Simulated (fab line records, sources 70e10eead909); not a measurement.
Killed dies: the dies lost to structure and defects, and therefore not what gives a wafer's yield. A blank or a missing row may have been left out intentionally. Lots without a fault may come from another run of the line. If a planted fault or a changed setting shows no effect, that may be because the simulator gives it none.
Which tool did it?    flow nandHarc    24 lots, 72 wafers sampled, at 6 steps of a route of 1159

## WHAT THE GAUGES SHOWED, per wafer
NHARC_P_M2_INSPECT_27. Usual: rawDefectCount reads 288 (standard deviation 94).
lot   measured      on                rawDefectCount  flag
L074  day 6 20:59   defectInspect-02  199 332 421     
L075  day 7 00:59   defectInspect-02  331 252 249     
L077  day 7 05:59   defectInspect-02  364 205 212     
L076  day 7 06:38   defectInspect-01  240 377 196     
L078  day 7 15:14   defectInspect-02  342 304 262     
L079  day 7 15:45   defectInspect-02  206 322 412     
L081  day 8 02:16   defectInspect-01  267 259 226     
L080  day 8 02:46   defectInspect-01  299 378 392     
L083  day 8 10:40   defectInspect-01  214 309 420     
L082  day 8 11:04   defectInspect-01  314 221 217     
L084  day 8 13:20   defectInspect-02  422 450 318     
L085  day 8 22:23   defectInspect-01  254 284 283     
L086  day 9 14:13   defectInspect-01  264 305 337     
L087  day 9 19:20   defectInspect-01  152 264 158     
L088  day 10 09:16  defectInspect-01  235 427 288     
L089  day 10 10:01  defectInspect-01  223 257 256     
L091  day 10 14:28  defectInspect-01  464 463 238     
L090  day 10 14:56  defectInspect-01  267 205 223     
L092  day 10 18:21  defectInspect-02  257 207 218     
L093  day 11 03:55  defectInspect-01  276 288 436     
L095  day 11 11:53  defectInspect-02  186 184 111     
L096  day 11 12:41  defectInspect-02  204 298 223     
L094  day 11 14:14  defectInspect-01  171 363 263     
L097  day 12 03:11  defectInspect-02  163 221 284     

NHARC_P_BONDPAD_OVL_MEAS_38. Usual: overlayXNm 2 nm, standard deviation 4.3; overlayYNm 0 nm, standard deviation 5.3.
lot   measured      on          overlayXNm (nm)  overlayYNm (nm)  flag
L074  day 6 22:50   overlay-02  5 6 5            3 4 4            
L075  day 7 02:53   overlay-01  -3 -3 -3         0 0 0            
L077  day 7 07:53   overlay-01  -3 -3 -3         -5 -5 -5         
L076  day 7 08:23   overlay-01  -2 -2 -2         -5 -6 -6         
L078  day 7 17:19   overlay-02  -3 -3 -3         3 3 3            
L079  day 7 17:52   overlay-01  7 8 8            -2 -2 -3         
L081  day 8 04:08   overlay-01  2 2 1            6 5 5            
L080  day 8 04:38   overlay-02  4 3 3            -7 -7 -7         
L083  day 8 12:25   overlay-02  -4 -5 -4         9 9 9            
L082  day 8 12:48   overlay-01  11 11 12         6 6 7            
L084  day 8 15:10   overlay-02  3 3 3            -5 -5 -5         
L085  day 9 00:08   overlay-02  9 8 8            12 12 13         
L086  day 9 16:12   overlay-02  0 0 0            0 0 0            
L087  day 9 21:04   overlay-01  0 0 0            5 6 6            
L088  day 10 11:16  overlay-01  2 2 2            -2 -2 -2         
L089  day 10 11:57  overlay-01  8 8 8            -2 -2 -2         
L091  day 10 16:22  overlay-01  -4 -4 -4         0 0 0            
L090  day 10 17:03  overlay-02  0 0 0            -1 0 0           
L092  day 10 20:05  overlay-01  4 3 4            -3 -2 -3         
L093  day 11 06:31  overlay-02  4 4 4            -3 -3 -3         
L095  day 11 13:37  overlay-01  0 0 0            3 2 3            
L096  day 11 14:33  overlay-02  5 6 6            -10 -11 -10      
L094  day 11 16:01  overlay-01  0 1 0            -4 -4 -4         
L097  day 12 04:55  overlay-01  -3 -3 -3         7 7 7            

## TOOL THAT RAN EACH LOT (tool first, then ch and the chambers of the sampled wafers, then the start)
lot   NHARC_P_CONTACT_ETCH_18                       NHARC_P_M1_ETCH_28                            NHARC_P_M1_PVD_21                       NHARC_P_M2_DESCUM_14
L074  rieDiel-11 ch 0,1,2, day 6 18:22 or earlier   rieDiel-06 ch 0,2,3, day 6 18:22 or earlier   pvdSputter-02, day 6 18:22 or earlier   rieDiel-05 ch 2,3, day 6 18:22
L075  rieDiel-04 ch 1,2, day 6 22:16 or earlier     rieDiel-12 ch 0,2,3, day 6 22:16 or earlier   pvdSputter-01, day 6 22:16 or earlier   rieDiel-09 ch 0,2, day 6 22:16
L077  rieDiel-11 ch 0,2, day 7 03:18 or earlier     rieDiel-12 ch 0,2, day 7 03:18 or earlier     pvdSputter-01, day 7 03:18 or earlier   rieDiel-01 ch 1,3, day 7 03:18
L076  rieDiel-11 ch 0,1,3, day 7 04:04 or earlier   rieDiel-12 ch 2,3, day 7 04:04 or earlier     pvdSputter-01, day 7 04:04 or earlier   rieDiel-05 ch 0,2,3, day 7 04:04
L078  rieDiel-08 ch 0,1,2, day 7 12:21 or earlier   rieDiel-12 ch 1,2, day 7 12:21 or earlier     pvdSputter-03, day 7 12:21 or earlier   rieDiel-05 ch 0,1, day 7 12:21
L079  rieDiel-11 ch 1,2,3, day 7 13:02 or earlier   rieDiel-06 ch 0,1, day 7 13:02 or earlier     pvdSputter-01, day 7 13:02 or earlier   rieDiel-05 ch 1,2,3, day 7 13:02
L081  rieDiel-08 ch 0,1,2, day 7 22:48 or earlier   rieDiel-12 ch 0,1,3, day 7 22:48 or earlier   pvdSputter-03, day 7 22:48 or earlier   rieDiel-01 ch 0,3, day 7 22:48
L080  rieDiel-11 ch 1,2,3, day 7 23:34 or earlier   rieDiel-12 ch 1,3, day 7 23:34 or earlier     pvdSputter-03, day 7 23:34 or earlier   rieDiel-01 ch 0,1,3, day 7 23:34
L083  rieDiel-11 ch 0,3, day 8 07:46 or earlier     rieDiel-13 ch 2,3, day 8 07:46 or earlier     pvdSputter-02, day 8 07:46 or earlier   rieDiel-05 ch 0,1,3, day 8 07:46
L082  rieDiel-08 ch 0,2,3, day 8 08:23 or earlier   rieDiel-13 ch 0,2, day 8 08:23 or earlier     pvdSputter-02, day 8 08:23 or earlier   rieDiel-01 ch 0,1, day 8 08:23
L084  rieDiel-11 ch 0,1, day 8 10:46 or earlier     rieDiel-12 ch 0,2,3, day 8 10:46 or earlier   pvdSputter-01, day 8 10:46 or earlier   rieDiel-05 ch 1,2,3, day 8 10:46
L085  rieDiel-11 ch 1,3, day 8 19:49 or earlier     rieDiel-13 ch 0,3, day 8 19:49 or earlier     pvdSputter-03, day 8 19:49 or earlier   rieDiel-01 ch 0,1, day 8 19:49
L086  rieDiel-08 ch 1,2,3, day 9 11:38 or earlier   rieDiel-13 ch 0,2,3, day 9 11:38 or earlier   pvdSputter-02, day 9 11:38 or earlier   rieDiel-05 ch 2,3, day 9 11:38
L087  rieDiel-08 ch 1,2,3, day 9 16:45 or earlier   rieDiel-13 ch 0,1,3, day 9 16:45 or earlier   pvdSputter-03, day 9 16:45 or earlier   rieDiel-05 ch 0,1,2, day 9 16:45
L088  rieDiel-08 ch 0,1, day 10 06:39 or earlier    rieDiel-12 ch 0,2,3, day 10 06:39 or earlier  pvdSputter-01, day 10 06:39 or earlier  rieDiel-05 ch 0,2,3, day 10 06:39
L089  rieDiel-11 ch 0,1, day 10 07:14 or earlier    rieDiel-12 ch 0,2,3, day 10 07:14 or earlier  pvdSputter-03, day 10 07:14 or earlier  rieDiel-01 ch 0,1,3, day 10 07:14
L091  rieDiel-11 ch 2,3, day 10 11:23 or earlier    rieDiel-06 ch 1,2, day 10 11:23 or earlier    pvdSputter-01, day 10 11:23 or earlier  rieDiel-05 ch 0,1,3, day 10 11:23
L090  rieDiel-08 ch 1,3, day 10 11:55 or earlier    rieDiel-12 ch 2,3, day 10 11:55 or earlier    pvdSputter-03, day 10 11:55 or earlier  rieDiel-05 ch 1,2,3, day 10 11:55
L092  rieDiel-08 ch 0,1,3, day 10 15:43 or earlier  rieDiel-12 ch 1,2,3, day 10 15:43 or earlier  pvdSputter-02, day 10 15:43 or earlier  rieDiel-05 ch 0,1,2, day 10 15:43
L093  rieDiel-08 ch 0,1,2, day 11 01:16 or earlier  rieDiel-06 ch 1,2, day 11 01:16 or earlier    pvdSputter-02, day 11 01:16 or earlier  rieDiel-05 ch 0,1,3, day 11 01:16
L095  rieDiel-11 ch 0,1,3, day 11 09:17 or earlier  rieDiel-13 ch 0,3, day 11 09:17 or earlier    pvdSputter-03, day 11 09:17 or earlier  rieDiel-05 ch 0,3, day 11 09:17
L096  rieDiel-08 ch 2,3, day 11 10:07 or earlier    rieDiel-13 ch 0,2, day 11 10:07 or earlier    pvdSputter-01, day 11 10:07 or earlier  rieDiel-05 ch 0,1, day 11 10:07
L094  rieDiel-11 ch 1,2,3, day 11 11:35 or earlier  rieDiel-13 ch 0,3, day 11 11:35 or earlier    pvdSputter-02, day 11 11:35 or earlier  rieDiel-05 ch 0,3, day 11 11:35
L097  rieDiel-11 ch 0,2,3, day 12 00:38 or earlier  rieDiel-13 ch 0,1,2, day 12 00:38 or earlier  pvdSputter-01, day 12 00:38 or earlier  rieDiel-05 ch 0,2, day 12 00:38
- NHARC_P_CONTACT_ETCH_18: etches the open film in C4F8/O2/Ar, target depth 481 nm, time 240.5 s.
- NHARC_P_M1_ETCH_28: etches the open film in CF4/N2, target depth 30 nm, time 72.99 s.
- NHARC_P_M1_PVD_21: deposits Cu, target thk 30 nm, time 20.49 s.
- NHARC_P_M2_DESCUM_14: chemistry O2, time 3 s.

## WHAT THE TOOLS THEMSELVES READ (means of the sampled wafers that have a number; where no wafer has one, the mark that the record gives instead)
NHARC_P_CONTACT_ETCH_18. Usual: biasW 1501 W, standard deviation 4.6; chamberPressureMTorr 25.000 mTorr, standard deviation 0.025; oesProductAu 0.967 a.u., standard deviation 0.017; rfVppV 977 V, standard deviation 5.2.
lot   tool        biasW (W)  chamberPressureMTorr (mTorr)  oesProductAu (a.u.)  rfVppV (V)  flag
L074  rieDiel-11  1496       24.987                        0.983                975         
L075  rieDiel-04  1499       24.989                        0.969                976         
L077  rieDiel-11  1503       24.981                        0.932                974         
L076  rieDiel-11  1505       25.008                        0.982                972         
L078  rieDiel-08  1501       25.015                        0.978                983         
L079  rieDiel-11  1498       25.005                        0.982                976         
L081  rieDiel-08  1497       25.018                        0.977                982         
L080  rieDiel-11  1499       24.999                        0.981                975         
L083  rieDiel-11  1500       24.981                        0.987                970         
L082  rieDiel-08  1499       24.996                        0.968                978         
L084  rieDiel-11  1503       25.022                        0.973                972         
L085  rieDiel-11  1499       24.996                        0.965                974         
L086  rieDiel-08  1497       24.990                        0.962                982         
L087  rieDiel-08  1500       24.993                        0.961                982         
L088  rieDiel-08  1506       25.010                        0.964                983         
L089  rieDiel-11  1500       25.006                        0.959                972         
L091  rieDiel-11  1504       24.983                        0.958                974         
L090  rieDiel-08  1497       24.975                        0.964                979         
L092  rieDiel-08  1503       25.003                        0.968                980         
L093  rieDiel-08  1499       24.995                        0.966                982         
L095  rieDiel-11  1500       24.989                        0.964                973         
L096  rieDiel-08  1504       25.015                        0.979                979         
L094  rieDiel-11  1497       24.982                        0.958                973         
L097  rieDiel-11  1500       24.984                        0.925                973         

NHARC_P_M1_ETCH_28. Usual: for biasW, 100.0 W with a standard deviation of 0.33; for chamberPressureMTorr, 30.00 mTorr with a standard deviation of 0.034; for drypumpMotorCurrentA, 5.8 A with a standard deviation of 0.54; for oesProductAu, 0.997 a.u. with a standard deviation of 0.0083; for rfVppV, 314.5 V with a standard deviation of 2.1; for showerheadPlenumPTorr, 2.64 Torr with a standard deviation of 0.11; for throttleValvePct, 19.794 % with a standard deviation of 0.009.
lot   tool        biasW (W)  chamberPressureMTorr (mTorr)  drypumpMotorCurrentA (A)  oesProductAu (a.u.)  rfVppV (V)  showerheadPlenumPTorr (Torr)  throttleValvePct (%)  flag
L074  rieDiel-06  100.0      29.98                         6.1                       1.002                314.7       2.66                          19.796                
L075  rieDiel-12  99.9       30.01                         5.9                       1.003                315.3       2.65                          19.794                
L077  rieDiel-12  99.9       30.01                         5.8                       0.992                316.8       2.74                          19.781                
L076  rieDiel-12  100.0      30.01                         6.0                       0.999                316.5       2.72                          19.794                
L078  rieDiel-12  99.9       29.98                         5.4                       0.989                317.0       2.77                          19.790                
L079  rieDiel-06  99.8       29.96                         6.3                       1.004                312.1       2.48                          19.789                
L081  rieDiel-12  100.1      30.00                         5.7                       0.989                314.8       2.64                          19.797                
L080  rieDiel-12  100.3      30.01                         6.0                       0.996                314.1       2.62                          19.798                
L083  rieDiel-13  100.3      30.01                         5.9                       0.997                311.1       2.53                          19.798                
L082  rieDiel-13  100.2      29.99                         5.1                       0.998                314.6       2.64                          19.788                
L084  rieDiel-12  100.1      29.98                         5.9                       0.994                314.2       2.65                          19.788                
L085  rieDiel-13  99.9       30.02                         6.0                       1.001                314.2       2.64                          19.795                
L086  rieDiel-13  99.7       29.99                         5.7                       1.000                313.8       2.60                          19.795                
L087  rieDiel-13  100.0      29.99                         5.8                       1.003                314.5       2.65                          19.805                
L088  rieDiel-12  100.1      29.99                         5.9                       0.993                314.2       2.65                          19.791                
L089  rieDiel-12  100.1      29.99                         5.9                       0.995                314.2       2.65                          19.787                
L091  rieDiel-06  99.7       30.01                         5.5                       0.991                314.7       2.69                          19.796                
L090  rieDiel-12  99.6       30.00                         6.0                       0.990                315.1       2.72                          19.785                
L092  rieDiel-12  99.8       30.01                         5.8                       0.984                315.7       2.70                          19.794                
L093  rieDiel-06  99.6       30.00                         5.5                       0.990                315.2       2.69                          19.789                
L095  rieDiel-13  100.2      29.99                         6.1                       1.007                313.8       2.64                          19.783                
L096  rieDiel-13  99.9       30.01                         5.3                       0.995                313.1       2.56                          19.796                
L094  rieDiel-13  100.5      30.01                         5.5                       1.003                315.7       2.67                          19.793                
L097  rieDiel-13  100.0      29.99                         5.4                       1.001                314.3       2.61                          19.802                

NHARC_P_M1_PVD_21. Usual: cathodeDcPowerW 4999.9 W, standard deviation 0.94; throttleValvePct 30.3 %, standard deviation 1.5.
lot   tool           cathodeDcPowerW (W)  throttleValvePct (%)  flag
L074  pvdSputter-02  5000.1               29.8                  
L075  pvdSputter-01  4999.2               31.8                  
L077  pvdSputter-01  4999.0               30.5                  
L076  pvdSputter-01  4999.5               31.4                  
L078  pvdSputter-03  4999.4               30.5                  
L079  pvdSputter-01  5000.6               30.3                  
L081  pvdSputter-03  5000.0               30.6                  
L080  pvdSputter-03  5000.4               29.9                  
L083  pvdSputter-02  5000.8               30.5                  
L082  pvdSputter-02  4998.5               28.0                  
L084  pvdSputter-01  5000.3               30.6                  
L085  pvdSputter-03  4999.7               31.1                  
L086  pvdSputter-02  5000.5               29.0                  
L087  pvdSputter-03  5000.3               31.1                  
L088  pvdSputter-01  4998.8               30.6                  
L089  pvdSputter-03  4999.7               30.4                  
L091  pvdSputter-01  5000.8               31.2                  
L090  pvdSputter-03  5000.6               30.6                  
L092  pvdSputter-02  4998.9               28.6                  
L093  pvdSputter-02  4999.8               29.9                  
L095  pvdSputter-03  4999.2               31.2                  
L096  pvdSputter-01  4999.9               32.1                  
L094  pvdSputter-02  4999.8               29.9                  
L097  pvdSputter-01  5000.1               32.0                  

NHARC_P_M2_DESCUM_14. Usual: chamberPressureMTorr 60.00 mTorr, standard deviation 0.056; drypumpMotorCurrentA 5.6 A, standard deviation 0.38; oesProductAu 1.002 a.u., standard deviation 0.009; rfVppV 57.8 V, standard deviation 0.87; showerheadPlenumPTorr 1.91 Torr, standard deviation 0.085; throttleValvePct 11.312 %, standard deviation 0.0085.
lot   tool        chamberPressureMTorr (mTorr)  drypumpMotorCurrentA (A)  oesProductAu (a.u.)  rfVppV (V)  showerheadPlenumPTorr (Torr)  throttleValvePct (%)  flag
L074  rieDiel-05  59.95                         5.5                       1.005                57.8        2.02                          11.309                
L075  rieDiel-09  59.97                         6.1                       0.990                58.2        1.98                          11.307                
L077  rieDiel-01  60.03                         6.1                       0.996                57.6        1.88                          11.311                
L076  rieDiel-05  60.02                         5.5                       1.003                57.7        1.96                          11.308                
L078  rieDiel-05  59.92                         5.3                       0.995                57.7        1.85                          11.311                
L079  rieDiel-05  59.96                         5.6                       0.996                58.0        1.95                          11.310                
L081  rieDiel-01  60.03                         5.9                       1.001                57.5        1.81                          11.308                
L080  rieDiel-01  60.02                         6.0                       1.000                57.6        1.83                          11.312                
L083  rieDiel-05  60.00                         5.4                       1.003                58.0        1.91                          11.313                
L082  rieDiel-01  59.96                         6.0                       1.001                57.5        1.80                          11.314                
L084  rieDiel-05  59.99                         5.6                       1.007                58.7        1.95                          11.311                
L085  rieDiel-01  59.97                         5.8                       1.002                58.0        1.79                          11.311                
L086  rieDiel-05  60.00                         5.5                       1.006                59.1        2.01                          11.316                
L087  rieDiel-05  60.03                         5.6                       1.001                59.0        1.90                          11.320                
L088  rieDiel-05  59.97                         5.5                       1.009                58.0        1.96                          11.319                
L089  rieDiel-01  59.99                         6.0                       1.008                57.6        1.83                          11.310                
L091  rieDiel-05  60.03                         5.4                       1.000                57.6        1.91                          11.321                
L090  rieDiel-05  59.95                         5.6                       1.003                57.1        1.95                          11.307                
L092  rieDiel-05  60.00                         5.6                       1.010                58.0        1.90                          11.314                
L093  rieDiel-05  59.96                         5.4                       1.002                58.2        1.91                          11.307                
L095  rieDiel-05  60.01                         5.2                       0.998                57.6        1.97                          11.304                
L096  rieDiel-05  60.02                         5.3                       1.004                57.2        1.85                          11.321                
L094  rieDiel-05  60.01                         5.2                       1.003                58.4        1.97                          11.310                
L097  rieDiel-05  60.03                         5.4                       1.002                57.5        1.90                          11.310                

## THE ANSWER, worked out from the rows above alone
Rule: a lot counts as off when the mean over its wafers that have a number is more than 3 standard deviations away from the usual mean. A lot without any number at a reading at which 4 lots or more have one is off too. Any other lot the step has rows for is counted as sound. Order of review: gauges by route order, followed by the tools' own readings, for which a lot's mean as printed above is used. The first step at which some lot is off is used, and at that step the reading that is off furthest; a lot without a number counts as furthest.
None of the lots is off at any reading shown; this tells nothing.

## WHAT WAS PUT IN BY THE SIMULATOR
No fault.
